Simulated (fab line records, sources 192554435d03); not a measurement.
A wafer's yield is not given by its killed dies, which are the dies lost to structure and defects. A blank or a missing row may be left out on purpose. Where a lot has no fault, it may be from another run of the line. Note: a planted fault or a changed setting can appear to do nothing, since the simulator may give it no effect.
fab line records	flow n5-finfet
[record] lots = 7	wafers = 39
route steps=1938 shown BEOL_M7@1263 BEOL_M8@1377
start-h: start of the lot's first displayed wafer, in hours after the record's first day	wait-h: hours from the lot's prior step to this one	" as in the row above	L1.1+2: one row covering several wafers at once	- no value, or no start given	* or withheld: withheld	< > ~ a bound
route shown NAME@n: names a module that has steps shown in the file, with the first one's number in the route	usual: mean/standard deviation of fault-free wafers	same: alike in all rows	chamber/n: place in a boat	sites: each site's reading	_std_site: their standard deviation	_edge_site: mean of outer sites minus mean of inner sites	radius-mm: for every site, how far away it sits from the centre of the wafer	mask NAME#n: copy n	behind: the tool/chamber that last shaped the wafer	hold: the reason the lot was held/the length of the hold in hours/how it ended	device: whichever transistor did not switch (one of n, p or np)	end of line: the tests these same wafers got at the end of their route	for a step that has no rows: nothing shown but its recipe	killed: the dies lost at the first sort to structure and to defects; this is not the yield of the wafer	map: dies across one wafer; x = killed, . = not, _ = none there
set.NAME: the setting as run; set.NAME@STEP: as run at that earlier step	model.NAME: the simulator's own value behind a step, which no gauge read
lots whose settings were changed on purpose; a table a step, a row a wafer
[[steps]]
[step N5_BEOL_M7_ILD_DEP_00]
[recipe] material = SiCOH_lowk	target-thk-a = 1797.5	temp-c = 300	precursor = DEMS/porogen	pressure-torr = 5	rf-w = 500	time-s = 33.4
lot.wafer	tool	chamber	start-h	wait-h	set.time-s	model.SiCOH_lowk_of_BEOL_M7_ILD_DEP_00.thk-nm
L074.1	pecvd-02	1	184.39	0.0	33.4	180.4
L074.3	"	2	"	"	33.4	179.8
L074.6	"	1	"	"	33.4	183.2
L079.1	pecvd-04	0	216.40	0.0	33.4	177.2
L079.2	"	1	"	"	33.4	174.6
L079.3	"	2	"	"	33.4	176
L079.4	"	2	"	"	47.28	253.2
L079.5	"	1	"	"	47.28	252.6
L079.6	"	0	"	"	47.28	253.6
L084.1	pecvd-01	1	238.03	0.0	33.4	176.4
L084.2	"	2	"	"	33.4	177.8
L084.3	"	0	"	"	33.4	177
L084.4	"	1	"	"	33.4	180.4
L084.5	"	0	"	"	33.4	180.8
L084.6	"	2	"	"	33.4	180.6
L086.1	pecvd-04	0	260.62	0.0	27.39	145
L086.2	"	1	"	"	27.39	148.8
L086.3	"	2	"	"	27.39	145.2
L086.4	"	1	"	"	33.4	181
L086.5	"	2	"	"	33.4	179.8
L086.6	"	0	"	"	33.4	182.2
L088.1	pecvd-04	0	263.50	0.0	33.4	179.2
L088.2	"	1	"	"	33.4	178.4
L088.3	"	2	"	"	43.87	230.8
L088.4	"	0	"	"	33.4	181.8
L088.5	"	2	"	"	43.87	233.4
L088.6	"	1	"	"	43.87	237.4
L090.1	pecvd-01	0	293.33	0.0	33.4	178.4
L090.2	"	1	"	"	33.4	180.6
L090.3	"	2	"	"	19.97	110.4
L090.4+5	"	2,1	"	"	19.97	110.2
L090.6	"	0	"	"	33.4	179.6
L093.1	pecvd-04	2	297.43	0.0	52.54	277.4
L093.2	"	1	"	"	52.54	277
L093.3	"	0	"	"	33.4	177.4
L093.4	"	2	"	"	33.4	180.4
L093.5	"	1	"	"	33.4	181.2
L093.6	"	0	"	"	52.54	281
[step N5_BEOL_M7_CURE_74]
[recipe] temp-c = 385	time-s = 240	ambient = He/Ar	material = SiCOH_lowk
lot.wafer	tool	chamber	start-h	wait-h	set.time-s@BEOL_M7_ILD_DEP_00	model.SiCOH_lowk_of_BEOL_M7_ILD_DEP_00.thk-nm
L074.1	uv-cure-01	2	184.46	0.0	33.4	155.6
L074.3	"	2	"	"	33.4	155.2
L074.6	"	2	"	"	33.4	158
L079.1	uv-cure-01	2	216.46	0.0	33.4	152.8
L079.2	"	2	"	"	33.4	150.4
L079.3	"	2	"	"	33.4	151.8
L079.4	"	2	"	"	47.28	219.4
L079.5	"	2	"	"	47.28	218.8
L079.6	"	2	"	"	47.28	219.6
L084.1	uv-cure-02	2	238.09	0.0	33.4	152
L084.2	"	2	"	"	33.4	153.4
L084.3	"	2	"	"	33.4	152.6
L084.4	"	2	"	"	33.4	155.6
L084.5+6	"	2	"	"	33.4	155.8
L086.1	uv-cure-03	2	260.69	0.0	27.39	124.8
L086.2	"	2	"	"	27.39	128
L086.3	"	2	"	"	27.39	125
L086.4	"	2	"	"	33.4	156
L086.5	"	2	"	"	33.4	155
L086.6	"	2	"	"	33.4	157.2
L088.1	uv-cure-01	0	263.56	0.0	33.4	154.4
L088.2	"	0	"	"	33.4	153.8
L088.3	"	0	"	"	43.87	199.6
L088.4	"	0	"	"	33.4	156.8
L088.5	"	0	"	"	43.87	202
L088.6	"	0	"	"	43.87	205.4
L090.1	uv-cure-03	2	293.39	0.0	33.4	153.8
L090.2	"	2	"	"	33.4	155.8
L090.3	"	2	"	"	19.97	94.8
L090.4+5	"	2	"	"	19.97	94.6
L090.6	"	2	"	"	33.4	154.8
L093.1	uv-cure-02	1	297.63	0.2	52.54	240.6
L093.2	"	1	"	"	52.54	240.2
L093.3	"	1	"	"	33.4	153
L093.4	"	1	"	"	33.4	155.6
L093.5	"	1	"	"	33.4	156.4
L093.6	"	1	"	"	52.54	243.6
[step N5_BEOL_M7_THK_MEAS_01]
[recipe] reads = SiCOH_lowk_of_BEOL_M7_ILD_DEP_00
[usual] M7_ILD_THK = 155.4/1.9
lot.wafer	tool	chamber	start-h	wait-h	set.time-s@BEOL_M7_ILD_DEP_00	M7_ILD_THK[nm]
L074.1	film-metro-01	-	184.97	0.4	33.4	155.7
L074.3	"	-	"	"	33.4	155.1
L074.6	"	-	"	"	33.4	157.8
L079.1	film-metro-01	-	216.97	0.4	33.4	152.8
L079.2	"	-	"	"	33.4	150.5
L079.3	"	-	"	"	33.4	151.8
L079.4	"	-	"	"	47.28	219.4
L079.5	"	-	"	"	47.28	218.8
L079.6	"	-	"	"	47.28	219.6
L084.1	film-metro-01	-	238.60	0.4	33.4	152.0
L084.2	"	-	"	"	33.4	153.4
L084.3	"	-	"	"	33.4	152.4
L084.4	"	-	"	"	33.4	155.5
L084.5	"	-	"	"	33.4	155.8
L084.6	"	-	"	"	33.4	155.7
L086.1	film-metro-01	-	261.20	0.4	27.39	124.9
L086.2	"	-	"	"	27.39	128.0
L086.3	"	-	"	"	27.39	125.0
L086.4	"	-	"	"	33.4	156.0
L086.5	"	-	"	"	33.4	155.0
L086.6	"	-	"	"	33.4	157.3
L088.1	film-metro-02	-	264.08	0.4	33.4	154.4
L088.2	"	-	"	"	33.4	153.9
L088.3	"	-	"	"	43.87	199.4
L088.4	"	-	"	"	33.4	156.7
L088.5	"	-	"	"	43.87	201.9
L088.6	"	-	"	"	43.87	205.2
L090.1	film-metro-02	-	293.91	0.4	33.4	153.8
L090.2	"	-	"	"	33.4	155.8
L090.3	"	-	"	"	19.97	95.0
L090.4	"	-	"	"	19.97	94.5
L090.5	"	-	"	"	19.97	94.8
L090.6	"	-	"	"	33.4	154.9
L093.1	film-metro-02	-	298.14	0.4	52.54	240.8
L093.2	"	-	"	"	52.54	240.3
L093.3	"	-	"	"	33.4	153.1
L093.4	"	-	"	"	33.4	155.5
L093.5	"	-	"	"	33.4	156.4
L093.6	"	-	"	"	52.54	243.7
[step N5_BEOL_M8_TRENCH_ETCH_37]
[recipe] chemistry = C4F6/O2	target-depth-a = 934.78	target = SiCOH_lowk	time-s = 31.2	ion-energy-ev = 250	pressure-mtorr = 30	source-w = 345	bias-w = 185	Ar_flow_sccm = 300	C4F6_flow_sccm = 10	O2_flow_sccm = 10
lot.wafer	tool	chamber	start-h	wait-h	set.target-depth-a	model.BEOL_M8.feature-depth-nm	model.etch.depth-nm	model.TiN_of_BEOL_M8_HM_DEP_02.thk-nm
L074.1	rie-diel-02	0	-	-	934.78	92	91.91	17.4
L074.3	"	1	"	"	934.78	93	92.98	17.4
L074.6	"	2	"	"	934.78	93	92.96	17.2
L079.1	rie-diel-02	1	-	-	934.78	92.8	92.88	17.4
L079.2	"	2	"	"	934.78	93.2	93.19	17.4
L079.3	"	3	"	"	1237	124	123.9	16.6
L079.4	"	0	"	"	934.78	93	93.03	17.6
L079.5	"	1	"	"	1237	123.2	123.2	16.6
L079.6	"	2	"	"	1237	122	122	16.6
L084.1	rie-diel-02	3	-	-	1171	115.6	115.6	16.4
L084.2	"	1	"	"	1171	116.2	116.1	16.4
L084.3	"	2	"	"	934.78	91.2	91.26	17
L084.4	"	0	"	"	934.78	91.6	91.64	17.2
L084.5	"	3	"	"	1171	117	116.9	16.4
L084.6	"	0	"	"	934.78	92	92.08	17.2
L088.1	rie-diel-02	2	-	-	934.78	91.4	91.48	17
L088.2	"	0	"	"	934.78	91.4	91.38	17.6
L088.3	"	1	"	"	934.78	93.2	93.13	17.2
L088.4	"	3	"	"	934.78	92.8	92.76	17
L088.5	"	2	"	"	934.78	91.4	91.4	17.2
L088.6	"	3	"	"	934.78	93.4	93.31	17
L086.1	rie-diel-04	1	-	-	934.78	95.6	95.6	17.4
L086.2	"	2	"	"	934.78	93.6	93.58	17.4
L086.3	"	0	"	"	1236	126.6	126.5	16.6
L086.4	"	3	"	"	1236	125.6	125.5	16.4
L086.5	"	1	"	"	934.78	95.2	95.17	17.4
L086.6	"	2	"	"	1236	125.2	125.3	16.6
L090.1	rie-diel-04	1	-	-	934.78	95.4	95.34	17.4
L090.2	"	2	"	"	720	72.2	72.2	18.2
L090.3	"	0	"	"	934.78	95	95.01	17.6
L090.4	"	3	"	"	934.78	93.4	93.45	17.6
L090.5	"	3	"	"	720	72	72.01	17.8
L090.6	"	0	"	"	720	73.6	73.51	18
L093.1	rie-diel-04	0	-	-	769.7	79.6	79.65	17.6
L093.2	"	2	"	"	934.78	93.8	93.71	17.4
L093.3	"	3	"	"	769.7	77	77.02	17.8
L093.4	"	1	"	"	934.78	95.2	95.3	17.4
L093.5	"	0	"	"	934.78	97.2	97.29	17.2
L093.6	"	1	"	"	769.7	78.4	78.34	17.6
[step N5_BEOL_M8_ETCH_41]
[recipe] chemistry = CH3F/O2	target = SiCN	target-depth-a = 319	taper-deg = 2	time-s = 57.8	ion-energy-ev = 120	mask-material = TiN	pressure-mtorr = 30	source-w = 395	bias-w = 75	Ar_flow_sccm = 150	CH3F_flow_sccm = 30	O2_flow_sccm = 20
[step N5_BEOL_M8_STRIP_80]
[recipe] chemistry = N2/H2	time-s = 10	power-w = 450	temp-c = 40	pressure-mtorr = 20	rf-frequency-hz = 6e+07	bias-power-w = 7	n2-flow-sccm = 200	h2-flow-sccm = 200
[step N5_BEOL_M8_OCD_MEAS_38]
[usual] trench-depth-nm = 93.7/1.4
lot.wafer	tool	chamber	start-h	wait-h	set.target-depth-a@BEOL_M8_TRENCH_ETCH_37	trench-depth-nm
L074.1	ocd-01	-	196.31	-	934.78	91.7
L074.3	"	-	"	"	934.78	93.1
L074.6	"	-	"	"	934.78	93.0
L079.1	ocd-01	-	228.75	-	934.78	92.7
L079.2	"	-	"	"	934.78	93.1
L079.3	"	-	"	"	1237	123.5
L079.4	"	-	"	"	934.78	92.8
L079.5	"	-	"	"	1237	123.3
L079.6	"	-	"	"	1237	121.8
L084.1	ocd-01	-	254.03	-	1171	115.9
L084.2	"	-	"	"	1171	115.9
L084.3	"	-	"	"	934.78	91.4
L084.4	"	-	"	"	934.78	91.6
L084.5	"	-	"	"	1171	116.7
L084.6	"	-	"	"	934.78	92.2
L088.1	ocd-02	-	275.20	-	934.78	91.6
L088.2	"	-	"	"	934.78	91.1
L088.3	"	-	"	"	934.78	92.9
L088.4	"	-	"	"	934.78	92.9
L088.5	"	-	"	"	934.78	91.6
L088.6	"	-	"	"	934.78	93.5
L086.1	ocd-02	-	275.73	-	934.78	96.0
L086.2	"	-	"	"	934.78	94.0
L086.3	"	-	"	"	1236	126.2
L086.4	"	-	"	"	1236	126.0
L086.5	"	-	"	"	934.78	95.3
L086.6	"	-	"	"	1236	125.3
L090.1	ocd-02	-	302.10	-	934.78	95.4
L090.2	"	-	"	"	720	71.7
L090.3	"	-	"	"	934.78	95.3
L090.4	"	-	"	"	934.78	93.3
L090.5	"	-	"	"	720	71.9
L090.6	"	-	"	"	720	73.7
L093.1	ocd-02	-	308.66	-	769.7	79.7
L093.2	"	-	"	"	934.78	94.2
L093.3	"	-	"	"	769.7	77.1
L093.4	"	-	"	"	934.78	95.3
L093.5	"	-	"	"	934.78	96.7
L093.6	"	-	"	"	769.7	78.5
[step N5_BEOL_M8_HM_STRIP_39]
[recipe] chemistry = peroxide-tin-strip	material = TiN	target-depth-a = 250	temp-c = 50	time-s = 158
[step N5_BEOL_M8_SRD_40]
[recipe] time-s = 30	temp-c = 23	rinse-liquid = diw	dry = ipa-marangoni
[step N5_BEOL_M8_ECD_50]
[recipe] material = Cu	target-thk-a = 3000
[step N5_BEOL_M8_ANNEAL_51]
[recipe] temp-c = 225	time-s = 90	ambient = N2
[step N5_BEOL_M8_CMP_52]
[recipe] stop-on = SiCOH_lowk	t-overpolish-s = 6.9	down-force-psi = 1	platen-rpm = 50	clearing-platen-down-force-psi = 1.5	clearing-platen-rpm = 50	post-cmp-clean = cu-alkaline	target-thk-nm = 80	clearing-platen-pad-velocity-m-s = 0.99484	pad-velocity-m-s = 0.99484
lot.wafer	tool	chamber	start-h	wait-h	set.target-depth-a@BEOL_M8_TRENCH_ETCH_37	model.Cu_of_BEOL_M8_ECD_50.thk-nm
L074.1	cmp-02	1	200.94	0.3	934.78	77.6
L074.3	"	2	"	"	934.78	79.6
L074.6	"	0	"	"	934.78	80.4
L079.2	cmp-03	3	231.42	0.2	934.78	79.8
L079.1	"	0	"	"	934.78	78.4
L079.3	"	1	"	"	1237	110
L079.4	"	2	"	"	934.78	77.2
L079.6	"	3	"	"	1237	107.6
L079.5	"	0	"	"	1237	109.6
L084.3	cmp-01	2	257.09	0.2	934.78	78.2
L084.4	"	3	"	"	934.78	78.4
L084.2+1	"	0,1	"	"	1171	102
L084.6	"	2	"	"	934.78	79
L084.5	"	3	"	"	1171	103
L088.1	cmp-01	0	278.76	0.3	934.78	77.6
L088.4	"	1	"	"	934.78	78.8
L088.3	"	2	"	"	934.78	79.6
L088.2	"	3	"	"	934.78	76.8
L088.5	"	0	"	"	934.78	78.2
L088.6	"	1	"	"	934.78	79.8
L086.4	cmp-02	1	279.76	0.1	1236	111.6
L086.3	"	2	"	"	1236	113.2
L086.2	"	3	"	"	934.78	79
L086.1	"	0	"	"	934.78	83
L086.6	"	1	"	"	1236	111.2
L086.5	"	2	"	"	934.78	82.6
L090.1	cmp-02	0	304.56	0.3	934.78	81.2
L090.4	"	1	"	"	934.78	80.6
L090.3	"	2	"	"	934.78	82
L090.2	"	3	"	"	720	59.6
L090.5	"	0	"	"	720	58.8
L090.6	"	1	"	"	720	60.4
L093.2	cmp-01	1	311.76	0.2	934.78	78.6
L093.1	"	2	"	"	769.7	66.2
L093.3	"	3	"	"	769.7	62.2
L093.4	"	0	"	"	934.78	81.6
L093.5	"	1	"	"	934.78	82.6
L093.6	"	2	"	"	769.7	66
[step N5_BEOL_M8_THK_MEAS_53]
[recipe] thk-meas-gauge = xrf	reads = Cu_of_BEOL_M8_ECD_50
[usual] M8_THK = 78.9/1.7
lot.wafer	tool	chamber	start-h	wait-h	set.target-depth-a@BEOL_M8_TRENCH_ETCH_37	M8_THK[nm]
L074.1	film-metro-02	-	201.19	-	934.78	77.0
L074.3	"	-	"	"	934.78	78.7
L074.6	"	-	"	"	934.78	79.9
L079.1	film-metro-01	-	231.71	-	934.78	77.7
L079.2	"	-	"	"	934.78	78.5
L079.3	"	-	"	"	1237	108.5
L079.4	"	-	"	"	934.78	76.2
L079.5	"	-	"	"	1237	108.0
L079.6	"	-	"	"	1237	106.3
L084.1	film-metro-01	-	257.38	-	1171	100.5
L084.2	"	-	"	"	1171	100.9
L084.3	"	-	"	"	934.78	77.2
L084.4	"	-	"	"	934.78	77.3
L084.5	"	-	"	"	1171	101.7
L084.6	"	-	"	"	934.78	77.8
L088.1	film-metro-02	-	279.06	-	934.78	76.4
L088.2	"	-	"	"	934.78	75.6
L088.3	"	-	"	"	934.78	78.6
L088.4	"	-	"	"	934.78	77.6
L088.5	"	-	"	"	934.78	77.2
L088.6	"	-	"	"	934.78	79.0
L086.1	film-metro-02	-	280.06	-	934.78	81.6
L086.2	"	-	"	"	934.78	77.8
L086.3	"	-	"	"	1236	112.0
L086.4	"	-	"	"	1236	110.1
L086.5	"	-	"	"	934.78	81.4
L086.6	"	-	"	"	1236	109.4
L090.1	film-metro-01	-	304.85	-	934.78	79.7
L090.2	"	-	"	"	720	58.3
L090.3	"	-	"	"	934.78	80.3
L090.4	"	-	"	"	934.78	79.0
L090.5	"	-	"	"	720	57.7
L090.6	"	-	"	"	720	59.2
L093.1	film-metro-01	-	312.05	-	769.7	64.9
L093.2	"	-	"	"	934.78	76.8
L093.3	"	-	"	"	769.7	61.0
L093.4	"	-	"	"	934.78	79.5
L093.5	"	-	"	"	934.78	80.7
L093.6	"	-	"	"	769.7	64.4
[step N5_BEOL_M8_PRE_CLEAN_55]
[recipe] gas = NH3	time-s = 15	temp-c = withheld	rf-power-w = 300
[step N5_BEOL_M8_DEP_56]
[recipe] material = SiCN	target-thk-a = 100	temp-c = withheld	precursor = 3MS/NH3	pressure-torr = 3	rf-w = 202	time-s = 17.5
[step N5_BEOL_M8_RS_MEAS_57]
[recipe] thk-meas-gauge = four-point-probe	reads = Cu_of_BEOL_M8_ECD_50+Co_of_BEOL_M8_CVD_78+TaN_of_BEOL_M8_ALD_77
[usual] M8_RS = 0.286/0.0066
lot.wafer	tool	chamber	start-h	wait-h	set.target-depth-a@BEOL_M8_TRENCH_ETCH_37	M8_RS[ohm/sq]
L074.1	film-metro-01	-	201.32	0.1	934.78	0.296
L074.3	"	-	"	"	934.78	0.288
L074.6	"	-	"	"	934.78	0.285
L079.1	film-metro-01	-	231.84	0.1	934.78	0.293
L079.2	"	-	"	"	934.78	0.288
L079.3	"	-	"	"	1237	0.198
L079.4	"	-	"	"	934.78	0.299
L079.5	"	-	"	"	1237	0.199
L079.6	"	-	"	"	1237	0.203
L084.1	film-metro-02	-	257.51	0.1	1171	0.216
L084.2	"	-	"	"	1171	0.216
L084.3	"	-	"	"	934.78	0.294
L084.4	"	-	"	"	934.78	0.293
L084.5	"	-	"	"	1171	0.214
L084.6	"	-	"	"	934.78	0.291
L088.1	film-metro-02	-	279.19	0.1	934.78	0.297
L088.2	"	-	"	"	934.78	0.301
L088.3	"	-	"	"	934.78	0.288
L088.4	"	-	"	"	934.78	0.291
L088.5	"	-	"	"	934.78	0.295
L088.6	"	-	"	"	934.78	0.287
L086.1	film-metro-01	-	280.19	0.1	934.78	0.275
L086.2	"	-	"	"	934.78	0.290
L086.3	"	-	"	"	1236	0.191
L086.4	"	-	"	"	1236	0.195
L086.5	"	-	"	"	934.78	0.275
L086.6	"	-	"	"	1236	0.196
L090.1	film-metro-01	-	304.98	0.1	934.78	0.281
L090.2	"	-	"	"	720	0.408
L090.3	"	-	"	"	934.78	0.278
L090.4	"	-	"	"	934.78	0.284
L090.5	"	-	"	"	720	0.414
L090.6	"	-	"	"	720	0.402
L093.1	film-metro-02	-	312.19	0.1	769.7	0.358
L093.2	"	-	"	"	934.78	0.292
L093.3	"	-	"	"	769.7	0.386
L093.4	"	-	"	"	934.78	0.280
L093.5	"	-	"	"	934.78	0.276
L093.6	"	-	"	"	769.7	0.359
[[key]]
[split] step = N5_BEOL_M7_ILD_DEP_00	setting = time-s	stated = 33.4	by = wafer
[response] step = N5_BEOL_M7_ILD_DEP_00	reading = model.SiCOH_lowk_of_BEOL_M7_ILD_DEP_00.thk-nm	change = +1.76	per = 1%	r = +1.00
[response] step = N5_BEOL_M7_CURE_74	reading = model.SiCOH_lowk_of_BEOL_M7_ILD_DEP_00.thk-nm	change = +1.54	per = 1%	r = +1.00
[response] step = N5_BEOL_M7_THK_MEAS_01	reading = M7_ILD_THK	change = +1.54	per = 1%	r = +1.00
[split] step = N5_BEOL_M8_TRENCH_ETCH_37	setting = target-depth-a	stated = 934.78	by = wafer
[response] step = N5_BEOL_M8_TRENCH_ETCH_37	reading = model.BEOL_M8.feature-depth-nm	change = +0.955	per = 1%	r = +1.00
[response] step = N5_BEOL_M8_TRENCH_ETCH_37	reading = model.etch.depth-nm	change = +0.954	per = 1%	r = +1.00
[response] step = N5_BEOL_M8_TRENCH_ETCH_37	reading = model.TiN_of_BEOL_M8_HM_DEP_02.thk-nm	change = -0.0256	per = 1%	r = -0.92
[response] step = N5_BEOL_M8_OCD_MEAS_38	reading = trench-depth-nm	change = +0.952	per = 1%	r = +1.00
[response] step = N5_BEOL_M8_CMP_52	reading = model.Cu_of_BEOL_M8_ECD_50.thk-nm	change = +0.942	per = 1%	r = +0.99
[response] step = N5_BEOL_M8_THK_MEAS_53	reading = M8_THK	change = +0.929	per = 1%	r = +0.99
[response] step = N5_BEOL_M8_RS_MEAS_57	reading = M8_RS	change = -0.00341	per = 1%	r = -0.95
